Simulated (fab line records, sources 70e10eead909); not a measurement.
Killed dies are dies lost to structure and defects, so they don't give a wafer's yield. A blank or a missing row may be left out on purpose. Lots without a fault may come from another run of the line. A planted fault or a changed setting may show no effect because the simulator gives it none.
fab line records | flow nand_harc
record lots=5 wafers=15 last_day=34
route steps=1302 shown A_CHANNEL_HOLE_D1@462
lots that met no fault: from a run of the same line without faults
start_h: hours from the record's first day to the start of the lot's first wafer shown | wait_h: hours since the lot's step before | " the same as in the row above | L1.1+2: a row that stands for several wafers | - no value, or no start given | * or withheld: withheld | < > ~ a bound
route shown NAME@n: a module of which the file shows steps, and the number in the route of the first | usual: mean/standard deviation of fault-free wafers | same: alike in all rows | chamber/n: place in a boat | sites: the reading at each site | _std_site: their standard deviation | _edge_site: outer sites' mean less inner sites' | radius_mm: how far each site lies from the wafer's centre | mask NAME#n: copy n | behind: the tool/chamber that last shaped the wafer | hold: why the lot was held/for how many hours/how that ended | device: the transistor (n, p or np) that didn't switch | end of line: the same wafers' tests at the end of the route | a step without rows: its recipe alone | killed: dies lost to structure and defects at the first sort, not the wafer's yield | map: a wafer's dies, x killed, . not, _ none there
set.NAME: the setting as run; set.NAME@STEP: as run at that earlier step | model.NAME: the simulator's own value behind a step, which no gauge read
lots at some steps of the route; a table a step, a row a wafer
services: from which hour (start_h, from the record's first day; less than 0 if before it) a tool's chamber was out of use, for how many hours, and why
## steps
# step NHARC_A_CHANNEL_HOLE_D1_CD_MEAS_10
# recipe target_cd_nm=100 landing_energy_ev=500
# usual cd_nm=100.2/0.75
# columns lot.wafer tool chamber start_h wait_h cd_nm
L221.1 cd_sem-03 0 229.45 - 101.4
L221.2 " 0 " " 100.1
L221.4 " 0 " " 100.2
L224.1 cd_sem-03 0 260.78 - 101.5
L224.3 " 0 " " 100.4
L224.5 " 0 " " 101.2
L226.1 cd_sem-03 0 277.13 - 99.4
L226.2 " 0 " " 99.3
L226.4 " 0 " " 99.0
L234.1 cd_sem-02 0 352.21 - 99.8
L234.2 " 0 " " 99.3
L234.4 " 0 " " 99.3
L239.1 cd_sem-01 0 416.52 - 100.6
L239.3 " 0 " " 101.0
L239.5 " 0 " " 100.9
# step NHARC_A_CHANNEL_HOLE_D1_OVL_MEAS_11
# usual overlay_x_nm=-0.2/0.77 overlay_y_nm=-0.2/0.59
# columns lot.wafer tool chamber start_h wait_h overlay_x_nm overlay_y_nm
L221.1 overlay-02 - 229.54 - 0.5 -0.2
L221.2 " - " " 0.1 -0.1
L221.4 " - " " 0.9 -0.4
L224.1 overlay-01 - 260.87 - -0.7 0.8
L224.3 " - " " -1.3 0.3
L224.5 " - " " -0.8 0.0
L226.1 overlay-01 - 277.22 - -0.5 -0.1
L226.2 " - " " -0.7 0.2
L226.4 " - " " -0.9 -0.6
L234.1 overlay-02 - 352.29 - 0.5 -1.1
L234.2 " - " " 0.9 -1.2
L234.4 " - " " 0.2 -1.7
L239.1 overlay-02 - 416.60 - -0.1 0.3
L239.3 " - " " -0.1 -0.5
L239.5 " - " " 0.1 -0.4
# step NHARC_A_CHANNEL_HOLE_D1_INSPECT_12
# usual raw_defect_count=5.3/2.8
# columns lot.wafer tool chamber start_h wait_h raw_defect_count
L221.1 defect_inspect-02 - 229.57 0.0 12
L221.2 " - " " 5
L221.4 " - " " 6
L224.1 defect_inspect-01 - 260.90 0.0 4
L224.3 " - " " 2
L224.5 " - " " 11
L226.1 defect_inspect-02 - 277.26 0.0 10
L226.2 " - " " 7
L226.4 " - " " 8
L234.1 defect_inspect-02 - 352.33 0.0 8
L234.2 " - " " 8
L234.4 " - " " 11
L239.1 defect_inspect-01 - 416.64 0.0 5
L239.3 " - " " 4
L239.5 " - " " 3
# step NHARC_A_CHANNEL_HOLE_D1_DESCUM_15
# recipe time_s=3 o2_flow_sccm=200 ar_flow_sccm=0 bias_power_w=0 chemistry=O2
# step NHARC_A_CHANNEL_HOLE_D1_ETCH_38
# recipe target_depth_a=390 over_etch_frac=0.3 time_s=65 ion_energy_ev=80 cf4_flow_sccm=150 ar_flow_sccm=0 rf_w=300 bias_w=100 chemistry=CF4
# step NHARC_A_CHANNEL_HOLE_D1_ETCH_39
# recipe target_depth_a=2600 over_etch_frac=0.3 time_s=325 ion_energy_ev=200 n2_flow_sccm=150 h2_flow_sccm=150 ar_flow_sccm=0 rf_w=400 bias_w=150 chemistry=N2/H2
# step NHARC_A_CHANNEL_HOLE_D1_ETCH_34
# recipe target_depth_a=1540 time_s=77 cf4_flow_sccm=100 chf3_flow_sccm=30 ar_flow_sccm=0 rf_w=500 bias_w=200 chemistry=CF4/CHF3
# usual drypump_motor_current_A=5.5/0.44 oes_product_au=0.941/0.027 rf_vpp_V=371.3/2 showerhead_plenum_p_Torr=1.60/0.051 throttle_valve_pct=16.803/0.0094
# columns lot.wafer tool chamber start_h wait_h drypump_motor_current_A oes_product_au rf_hours_counter_h rf_vpp_V showerhead_plenum_p_Torr throttle_valve_pct
L221.4 rie_diel-10 3 - - 5.7 0.935 13 371.4 1.58 16.789
L221.1 " 0 " " 5.8 0.917 14 372.5 1.65 16.809
L221.2 " 1 " " 5.4 0.934 13 372.2 1.62 16.799
L224.1 rie_diel-10 1 - - 5.4 0.966 1 372.3 1.62 16.811
L224.3 " 2 " " 4.7 0.940 2 369.1 1.54 16.795
L224.5 " 2 " " 4.7 0.949 - 369.0 1.54 16.794
L226.1 rie_diel-10 1 - - 5.5 0.922 3 371.1 1.62 16.788
L226.4 " 3 " " 5.7 0.941 3 370.3 1.58 16.804
L226.2 " 0 " " 5.8 0.953 3 372.2 1.65 16.809
L234.1 rie_diel-09 0 - - 6.0 0.969 9 374.9 1.68 16.813
L234.2 " 1 " " 5.9 0.979 8 371.3 1.52 16.802
L234.4 " 3 " " 5.3 0.964 7 369.6 1.54 16.797
L239.1 rie_diel-10 3 - - 5.7 0.917 14 370.4 1.57 16.790
L239.3 " 0 " " 5.8 0.925 15 373.1 1.65 16.803
L239.5 " 1 " " 5.4 0.908 - 372.1 1.62 16.786
# step NHARC_A_CHANNEL_HOLE_D1_ETCH_16
# recipe target_depth_a=31000 over_etch_frac=0.3 time_s=806 ion_energy_ev=150 o2_flow_sccm=400 cos_flow_sccm=20 ar_flow_sccm=0 rf_w=500 bias_w=300 chemistry=O2/COS
# usual cos_flow_sccm=20.01/0.064 drypump_motor_current_A=5.5/0.45 oes_product_au=0.995/0.012 rf_vpp_V=314.7/1.6 showerhead_plenum_p_Torr=3.17/0.1 throttle_valve_pct=28.330/0.0089
# columns lot.wafer tool chamber start_h wait_h cos_flow_sccm drypump_motor_current_A oes_product_au rf_hours_counter_h rf_vpp_V showerhead_plenum_p_Torr throttle_valve_pct
L221.4 rie_diel-10 2 - - 19.86 4.7 1.003 11 314.1 3.05 28.320
L221.1 " 3 " " 20.03 5.7 1.022 13 313.6 3.13 28.346
L221.2 " 1 " " 20.13 5.5 1.004 13 315.6 3.22 28.329
L224.1 rie_diel-10 0 - - 20.04 5.8 0.998 1 315.3 3.27 28.316
L224.3 " 3 " " 20.07 5.7 1.004 2 315.9 3.13 28.338
L224.5 " 1 " " 20.02 5.5 0.998 - 317.0 3.21 28.318
L226.4 rie_diel-10 3 - - 19.96 5.7 0.990 4 314.5 3.13 28.335
L226.2 " 0 " " 20.04 5.9 1.016 3 315.1 3.27 28.331
L226.1 " 1 " " 19.89 5.5 0.976 3 315.5 3.21 28.335
L234.1 rie_diel-09 0 - - 19.95 6.0 0.988 9 319.0 3.34 28.334
L234.4 " 1 " " 20.01 5.9 0.991 9 313.5 3.02 28.329
L234.2 " 2 " " 20.05 6.2 0.999 6 315.5 3.24 28.317
L239.3 rie_diel-10 0 - - 20.00 5.8 1.005 15 315.4 3.26 28.315
L239.1 " 2 " " 20.04 4.7 0.986 15 313.5 3.04 28.348
L239.5 " 0 " " 20.09 5.8 1.009 - 317.7 3.26 28.345
# step NHARC_A_CHANNEL_HOLE_D1_CD_MEAS_18
# usual cd_nm=99.0/2.7
# columns lot.wafer tool chamber start_h wait_h cd_nm
L221.1 cd_sem-03 - 230.74 - 103.7
L221.2 " - " " 100.7
L221.4 " - " " 95.9
L224.1 cd_sem-02 - 262.07 - 99.0
L224.3 " - " " 98.7
L224.5 " - " " 101.6
L226.1 cd_sem-03 - 278.42 - 98.6
L226.2 " - " " 96.9
L226.4 " - " " 97.5
L234.1 cd_sem-02 - 353.50 - 100.8
L234.2 " - " " 99.9
L234.4 " - " " 99.7
L239.1 cd_sem-01 - 417.92 - 97.5
L239.3 " - " " 101.2
L239.5 " - " " 99.2
# step NHARC_A_CHANNEL_HOLE_D1_ETCH_19
# recipe bias_v=1200 source_w=2500 pressure_mtorr=15 time_s=34.5 ar_flow_sccm=375 c4f8_flow_sccm=28.8 o2_flow_sccm=96.2 temp_c=-20 target_depth_a=* chemistry=C4F8/O2/Ar
# usual drypump_motor_current_A=5.3/0.43 showerhead_plenum_p_Torr=3.67/0.11 throttle_valve_pct=37.038/0.01
# columns lot.wafer tool chamber start_h wait_h drypump_motor_current_A rf_hours_counter_h showerhead_plenum_p_Torr throttle_valve_pct
L221.2 har_etch-01 1 233.68 2.9 5.1 111 3.77 37.042
L221.1 " 0 " " 6.0 111 3.65 37.042
L221.4 " 1 " " 5.1 - 3.77 37.047
L224.1 har_etch-02 1 263.00 0.9 5.4 344 3.55 37.041
L224.3 " 1 " " 5.4 - 3.55 37.049
L224.5 " 0 " " 4.8 - 3.64 37.042
L226.2 har_etch-02 1 278.50 0.1 5.4 351 3.55 37.039
L226.1 " 0 " " 4.8 351 3.64 37.037
L226.4 " 0 " " 4.9 - 3.64 37.054
L234.1 har_etch-02 0 355.47 2.0 4.8 393 3.62 37.044
L234.2 " 1 " " 5.4 393 3.53 37.065
L234.4 " 1 " " 5.4 - 3.53 37.043
L239.1 har_etch-02 1 417.99 0.1 5.4 15 3.98 37.016
L239.3 " 1 " " 5.4 - 3.98 37.045
L239.5 " 0 " " 4.8 - 3.98 37.039
# step NHARC_A_CHANNEL_HOLE_D1_ETCH_20
# recipe bias_v=3000 source_w=withheld pressure_mtorr=20 time_s=361.9 ar_flow_sccm=375 c4f8_flow_sccm=89.3 o2_flow_sccm=35.7 temp_c=-20 target_depth_a=16000 chemistry=C4F8/O2/Ar
# step NHARC_A_CHANNEL_HOLE_D1_ETCH_21
# recipe bias_v=3000 source_w=withheld pressure_mtorr=20 time_s=514.3 ar_flow_sccm=375 c4f8_flow_sccm=89.3 o2_flow_sccm=35.7 temp_c=-20 target_depth_a=16000 chemistry=C4F8/O2/Ar
# step NHARC_A_CHANNEL_HOLE_D1_ETCH_22
# recipe bias_v=3000 source_w=withheld pressure_mtorr=20 time_s=666.7 ar_flow_sccm=375 c4f8_flow_sccm=89.3 o2_flow_sccm=35.7 temp_c=-20 target_depth_a=16000 chemistry=C4F8/O2/Ar
# usual drypump_motor_current_A=5.3/0.44 showerhead_plenum_p_Torr=3.63/0.11 throttle_valve_pct=32.154/0.0086
# columns lot.wafer tool chamber start_h wait_h drypump_motor_current_A rf_hours_counter_h showerhead_plenum_p_Torr throttle_valve_pct
L221.2 har_etch-01 1 234.54 0.4 5.1 112 3.72 32.153
L221.1 " 0 " " 6.0 112 3.61 32.151
L221.4 " 1 " " 5.1 - 3.72 32.170
L224.1 har_etch-02 1 263.86 0.4 5.4 345 3.52 32.159
L224.3 " 1 " " 5.4 - 3.52 32.154
L224.5 " 0 " " 4.9 - 3.60 32.158
L226.2 har_etch-02 1 279.37 0.4 5.4 352 3.51 32.158
L226.1 " 0 " " 4.8 352 3.60 32.155
L226.4 " 0 " " 4.8 - 3.60 32.167
L234.1 har_etch-02 0 356.33 0.4 4.8 394 3.58 32.151
L234.2 " 1 " " 5.4 394 3.49 32.154
L234.4 " 1 " " 5.4 - 3.49 32.146
L239.1 har_etch-02 1 418.86 0.4 5.4 16 3.92 32.170
L239.3 " 1 " " 5.4 - 3.92 32.153
L239.5 " 0 " " 4.8 - 3.92 32.144
# step NHARC_A_CHANNEL_HOLE_D1_ETCH_23
# recipe bias_v=5000 source_w=withheld pressure_mtorr=20 time_s=819 ar_flow_sccm=375 c4f8_flow_sccm=89.3 o2_flow_sccm=35.7 temp_c=-20 target_depth_a=16000 chemistry=C4F8/O2/Ar
# step NHARC_A_CHANNEL_HOLE_D1_ETCH_24
# recipe bias_v=5000 source_w=withheld pressure_mtorr=20 time_s=906.2 ar_flow_sccm=375 c4f8_flow_sccm=93.8 o2_flow_sccm=31.2 temp_c=-20 target_depth_a=15000 chemistry=C4F8/O2/Ar
# step NHARC_A_CHANNEL_HOLE_D1_ETCH_25
# recipe bias_v=5000 source_w=withheld pressure_mtorr=20 time_s=1040.2 ar_flow_sccm=375 c4f8_flow_sccm=93.8 o2_flow_sccm=31.2 temp_c=-20 target_depth_a=15000 chemistry=C4F8/O2/Ar
# step NHARC_A_CHANNEL_HOLE_D1_ETCH_26
# recipe bias_v=300 source_w=2000 pressure_mtorr=30 time_s=224.1 ar_flow_sccm=375 c4f8_flow_sccm=11.4 o2_flow_sccm=113.6 temp_c=-20 target_depth_a=3000 chemistry=C4F8/O2/Ar
# step NHARC_A_CHANNEL_HOLE_D1_ETCH_33
# recipe bias_v=400 source_w=2000 pressure_mtorr=25 time_s=90 ar_flow_sccm=375 c4f8_flow_sccm=41.7 o2_flow_sccm=83.3 temp_c=-20 target_depth_a=4000 chemistry=C4F8/O2/Ar
# usual drypump_motor_current_A=5.3/0.43 showerhead_plenum_p_Torr=3.66/0.11 throttle_valve_pct=27.621/0.0084
# columns lot.wafer tool chamber start_h wait_h drypump_motor_current_A rf_hours_counter_h showerhead_plenum_p_Torr throttle_valve_pct
L221.2 har_etch-01 1 237.67 0.2 5.1 114 3.76 27.626
L221.1 " 0 " " 6.0 114 3.64 27.618
L221.4 " 1 " " 5.1 - 3.76 27.632
L224.1 har_etch-02 1 266.96 0.2 5.4 348 3.55 27.627
L224.3 " 1 " " 5.4 - 3.55 27.600
L224.5 " 0 " " 4.8 - 3.64 27.634
L226.2 har_etch-02 1 282.46 0.2 5.4 355 3.55 27.628
L226.1 " 0 " " 4.8 355 3.64 27.617
L226.4 " 0 " " 4.9 - 3.64 27.632
L234.1 har_etch-02 0 359.44 0.2 4.8 397 3.61 27.613
L234.2 " 1 " " 5.4 397 3.52 27.631
L234.4 " 1 " " 5.4 - 3.52 27.624
L239.1 har_etch-02 1 421.96 0.2 5.4 19 3.97 27.605
L239.3 " 1 " " 5.4 - 3.97 27.618
L239.5 " 0 " " 4.8 - 3.97 27.615
# step NHARC_A_CHANNEL_HOLE_D1_STRIP_41
# recipe n2_flow_sccm=150 h2_flow_sccm=150 ar_flow_sccm=0 bias_w=0 chemistry=N2/H2
# step NHARC_A_CHANNEL_HOLE_D1_STRIP_42
# recipe cf4_flow_sccm=100 chf3_flow_sccm=30 ar_flow_sccm=0 bias_w=0 chemistry=CF4/CHF3
# step NHARC_A_CHANNEL_HOLE_D1_STRIP_43
# recipe o2_flow_sccm=400 cos_flow_sccm=20 ar_flow_sccm=0 bias_w=0 chemistry=O2/COS
# step NHARC_A_CHANNEL_HOLE_D1_ETCH_44
# recipe target_depth_a=1400 overetch_a=140 time_s=77 ion_energy_ev=100 cf4_flow_sccm=80 o2_flow_sccm=20 ar_flow_sccm=0 rf_w=300 bias_w=100 chemistry=CF4/O2
# usual drypump_motor_current_A=5.5/0.45 oes_product_au=0.998/0.012 rf_vpp_V=198.3/1.3 showerhead_plenum_p_Torr=1.36/0.047 throttle_valve_pct=13.397/0.0088
# columns lot.wafer tool chamber start_h wait_h drypump_motor_current_A oes_product_au rf_hours_counter_h rf_vpp_V showerhead_plenum_p_Torr throttle_valve_pct
L221.1 rie_diel-10 1 238.41 0.0 5.4 1.016 14 199.4 1.38 13.398
L221.2 " 3 " " 5.7 1.011 13 197.0 1.34 13.409
L221.4 " 0 " " 5.8 0.998 15 199.7 1.40 13.402
L224.3 rie_diel-10 3 267.71 0.1 5.7 0.990 2 197.7 1.34 13.398
L224.1 " 1 " " 5.4 0.983 2 198.2 1.38 13.407
L224.5 " 0 " " 5.8 1.005 - 200.9 1.40 13.387
L226.2 rie_diel-10 2 283.20 0.0 4.7 0.992 4 197.7 1.30 13.399
L226.4 " 0 " " 5.8 1.017 4 199.2 1.40 13.390
L226.1 " 1 " " 5.4 0.990 3 196.5 1.38 13.398
L234.1 rie_diel-09 2 360.30 0.1 6.2 1.007 9 199.9 1.38 13.376
L234.2 " 3 " " 5.4 0.996 9 197.3 1.30 13.395
L234.4 " 0 " " 6.0 0.981 - 199.7 1.43 13.377
L239.3 rie_diel-13 2 422.71 0.1 5.2 1.010 19 199.4 1.38 13.382
L239.1 " 3 " " 5.2 0.996 24 200.3 1.42 13.387
L239.5 " 3 " " 5.2 0.990 - 198.8 1.42 13.393
# step NHARC_A_CHANNEL_HOLE_D1_STRIP_27
# recipe o2_flow_sccm=500 ar_flow_sccm=0 bias_w=0 chemistry=O2
# step NHARC_A_CHANNEL_HOLE_D1_PRECLEAN_28
# recipe time_s=* temp_c=50 bath_age_min=0 chemistry=SC1
# step NHARC_A_CHANNEL_HOLE_D1_SRD_29
# step NHARC_A_CHANNEL_HOLE_D1_CD_MEAS_30
# usual cd_nm=90.7/2
# columns lot.wafer tool chamber start_h wait_h cd_nm
L221.1 cd_sem-03 - 239.21 - 92.1
L221.2 " - " " 91.3
L221.4 " - " " 88.8
L224.1 cd_sem-02 - 268.50 - 92.8
L224.3 " - " " 93.1
L224.5 " - " " 89.5
L226.1 cd_sem-02 - 284.00 - 88.9
L226.2 " - " " 91.6
L226.4 " - " " 88.5
L234.1 cd_sem-03 - 361.27 - 93.2
L234.2 " - " " 87.4
L234.4 " - " " 86.7
L239.1 cd_sem-02 - 423.56 - 92.8
L239.3 " - " " 88.7
L239.5 " - " " 93.2
# step NHARC_A_CHANNEL_HOLE_D1_XSEM_31
# recipe landing_energy_ev=35000
# usual bot_cd_nm=75.4/2 bow_nm=8.62/0.28 tilt_deg=0.07/0.05
# columns lot.wafer tool chamber start_h wait_h bot_cd_nm bow_nm tilt_deg
L221.1 xsem-02 0 239.30 0.1 75.7 8.62 0.06
L221.2 " 0 " " 75.4 8.63 0.06
L221.4 " 0 " " 73.4 8.67 0.06
L224.1 xsem-02 0 268.60 0.1 77.2 8.78 0.07
L224.3 " 0 " " 77.5 8.84 0.07
L224.5 " 0 " " 74.7 8.82 0.07
L226.1 xsem-02 0 284.09 0.1 74.5 8.60 0.09
L226.2 " 0 " " 76.6 8.59 0.10
L226.4 " 0 " " 73.5 8.60 0.10
L234.1 xsem-02 0 361.36 0.1 78.3 8.04 0.01
L234.2 " 0 " " 72.9 8.03 0.01
L234.4 " 0 " " 71.8 8.08 0.01
L239.1 xsem-02 0 423.65 0.1 78.5 10.27 0.10
L239.3 " 0 " " 73.3 10.34 0.10
L239.5 " 0 " " 78.1 8.66 0.10
L239.1 xsem-02 0 - - 79.0 - 0.06
L239.3 " 0 " " 74.4 - 0.06
L239.5 " 0 " " 78.6 - 0.06
# step NHARC_A_CHANNEL_HOLE_D1_INSPECT_40
# usual raw_defect_count=74/25
# columns lot.wafer tool chamber start_h wait_h raw_defect_count
L221.1 defect_inspect-01 - 239.40 - 38
L221.2 " - " " 39
L221.4 " - " " 56
L224.1 defect_inspect-01 - 268.70 - 68
L224.3 " - " " 78
L224.5 " - " " 77
L226.1 defect_inspect-02 - 284.19 - 114
L226.2 " - " " 101
L226.4 " - " " 101
L234.1 defect_inspect-02 - 361.46 - 77
L234.2 " - " " 79
L234.4 " - " " 67
L239.1 defect_inspect-02 - 425.63 - 44
L239.3 " - " " 49
L239.5 " - " " 33
## services
# columns tool chamber start_h hours kind
rie_diel-10 0 221.72 - clean
rie_diel-10 1 221.72 - clean
rie_diel-10 - 242.69 9.0 pm
har_etch-01 - 246.46 1.0 repair
rie_diel-09 2 261.33 4.3 repair
rie_diel-13 0 298.47 3.4 repair
rie_diel-13 2 300.65 10.0 repair
rie_diel-09 - 318.44 0.7 repair
rie_diel-09 - 320.14 9.0 pm
rie_diel-13 - 342.16 9.0 pm
rie_diel-10 3 342.48 11.4 repair
rie_diel-09 1 356.47 11.1 repair
har_etch-02 - 380.61 17.0 pm
har_etch-02 0 380.61 17.0 vent_cycle
har_etch-02 1 380.61 17.0 vent_cycle
rie_diel-13 2 384.14 13.5 repair
har_etch-02 0 397.61 - clean
har_etch-02 0 397.61 - consumable_replace:focus_ring
har_etch-02 0 397.61 - consumable_replace:showerhead
har_etch-02 1 397.61 - clean
har_etch-02 1 397.61 - consumable_replace:focus_ring
har_etch-02 1 397.61 - consumable_replace:showerhead
rie_diel-09 1 399.58 2.5 repair
rie_diel-10 - 419.69 9.0 pm
## key
first_sign step=NHARC_A_CHANNEL_HOLE_D1_XSEM_31 reading=visit direction=added
effect step=NHARC_A_CHANNEL_HOLE_D1_XSEM_31 reading=bow_nm direction=up sigmas=6.1 usual=8.62 struck=10.30
met_at NHARC_A_CHANNEL_HOLE_D1_ETCH_22
struck_wafers L239.1,L239.3
tester_left_out L239
onset_between 356.33 418.86
fault kind=process_parameter_drift tool=har_etch-02 chamber=1 onset_h=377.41 steps=NHARC_A_CHANNEL_HOLE_D1_ETCH_22 channel=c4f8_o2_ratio offset=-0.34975 shape=step end_h=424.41 acts_in=these_recipes_only stated=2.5
# tester_left_out: of these lots the tester's yield and bins aren't shown, on N5 and GAA mostly nor the transistor test; their killed dies are dies lost to structure and defects alone, not to doping, threshold or leakage, so they don't give the yield
